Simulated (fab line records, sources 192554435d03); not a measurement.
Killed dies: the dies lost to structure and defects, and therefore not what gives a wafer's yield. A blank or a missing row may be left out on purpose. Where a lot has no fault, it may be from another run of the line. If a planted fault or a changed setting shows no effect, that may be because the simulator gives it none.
Chamber matching / flow n5-finfet / N5_BEOL_M2_ALD_84 on ald-metal-03: 4 sister chambers
The step deposits TaN, pulse time 2 s, purge time 3 s, co reactant purge time 2 s. 8 wafers are shown with their chamber, then 7 later ones without.

WAFERS WITH THEIR CHAMBER
wafer=L079.4; chamber=3; heater-power-w (W)=395; mfc-carrier-sccm (sccm)=1500
wafer=L083.1; chamber=2; heater-power-w (W)=470; mfc-carrier-sccm (sccm)=1501
wafer=L083.5; chamber=0; heater-power-w (W)=446; mfc-carrier-sccm (sccm)=1499
wafer=L081.1; chamber=2; heater-power-w (W)=461; mfc-carrier-sccm (sccm)=1502
wafer=L081.2; chamber=0; heater-power-w (W)=441; mfc-carrier-sccm (sccm)=1507
wafer=L081.5; chamber=1; heater-power-w (W)=409; mfc-carrier-sccm (sccm)=1501
wafer=L085.2; chamber=1; heater-power-w (W)=401; mfc-carrier-sccm (sccm)=1496
wafer=L085.5; chamber=3; heater-power-w (W)=412; mfc-carrier-sccm (sccm)=1494

WAFERS WITH NO CHAMBER GIVEN
wafer=L085.6; heater-power-w (W)=436; mfc-carrier-sccm (sccm)=1502
wafer=L087.3; heater-power-w (W)=439; mfc-carrier-sccm (sccm)=1501
wafer=L087.5; heater-power-w (W)=401; mfc-carrier-sccm (sccm)=1500
wafer=L087.6; heater-power-w (W)=431; mfc-carrier-sccm (sccm)=1502
wafer=L093.1; heater-power-w (W)=476; mfc-carrier-sccm (sccm)=1496
wafer=L093.4; heater-power-w (W)=438; mfc-carrier-sccm (sccm)=1506
wafer=L093.6; heater-power-w (W)=412; mfc-carrier-sccm (sccm)=1498

WHICH CHAMBER EACH WENT THROUGH
wafer=L085.6; from the rows above=0; in truth=0
wafer=L087.3; from the rows above=0; in truth=0
wafer=L087.5; from the rows above=can't be placed: 1 or 3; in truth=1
wafer=L087.6; from the rows above=can't be placed: 0 or 1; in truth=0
wafer=L093.1; from the rows above=2; in truth=2
wafer=L093.4; from the rows above=0; in truth=0
wafer=L093.6; from the rows above=can't be placed: 1 or 3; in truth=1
Correctly placed: 4 of 7. Cannot be placed on the basis of these rows: 3; the candidates contain the true chamber in 3. Wrongly placed: 0.
How it was worked out, from the rows above alone: a wafer's distance from a chamber is the root of the sum, over the readings, of the square of ((its reading less the chamber's mean) divided by the reading's scatter). The wafer belongs to the nearest chamber; if the next one is less than 2 further off, it can't be placed. A chamber's mean is the mean of its shown wafers. The scatter: take each reading less its chamber's mean, square it, sum over the shown wafers, divide by the number of wafers less the number of chambers, and take the root.
